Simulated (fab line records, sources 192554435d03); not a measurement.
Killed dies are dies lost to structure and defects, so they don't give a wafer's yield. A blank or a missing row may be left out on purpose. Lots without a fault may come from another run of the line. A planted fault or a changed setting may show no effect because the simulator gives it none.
Chamber matching | flow n5_finfet | N5_BEOL_M7_ETCH_66 on rie_diel-03: 4 sister chambers
The step etches SOC in N2/H2, target depth 80 nm, overetch 16 nm, time 120 s. 4 wafers are shown with their chamber, then 12 later ones without.

WAFERS WITH THEIR CHAMBER
wafer  | chamber | showerhead_plenum_p_Torr (Torr)
L086.1 | 0       | 2.71
L086.3 | 1       | 2.51
L084.5 | 3       | 2.40
L084.6 | 2       | 2.52

WAFERS WITHOUT THEIR CHAMBER
wafer  | showerhead_plenum_p_Torr (Torr)
L085.2 | 2.51
L085.3 | 2.71
L085.4 | 2.40
L091.1 | 2.40
L091.3 | 2.51
L091.6 | 2.51
L096.4 | 2.39
L096.5 | 2.39
L096.6 | 2.51
L095.1 | 2.50
L095.2 | 2.39
L095.4 | 2.70

WHICH CHAMBER EACH WENT THROUGH
wafer  | from the rows above     | in truth
L085.2 | can't be placed: 1 or 2 | 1
L085.3 | 0                       | 0
L085.4 | 3                       | 3
L091.1 | 3                       | 3
L091.3 | can't be placed: 1 or 2 | 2
L091.6 | can't be placed: 1 or 2 | 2
L096.4 | 3                       | 3
L096.5 | 3                       | 3
L096.6 | can't be placed: 1 or 2 | 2
L095.1 | can't be placed: 1 or 2 | 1
L095.2 | 3                       | 3
L095.4 | 0                       | 0
Placed correctly: 7 of 12. Can't be placed from these rows: 5 (the true chamber is among the candidates in 5). Placed wrongly: 0.
How it was worked out, from the rows above alone: a wafer's distance from a chamber is the root of the sum, over the readings, of the square of ((its reading less the chamber's mean) divided by the reading's scatter). The wafer belongs to the nearest chamber; if the next one is less than 2 further off, it can't be placed. A chamber's mean is the mean of its shown wafers. The scatter: with one shown wafer a chamber, the root of the mean of the squares of how far each hidden wafer lies from its nearest shown one.
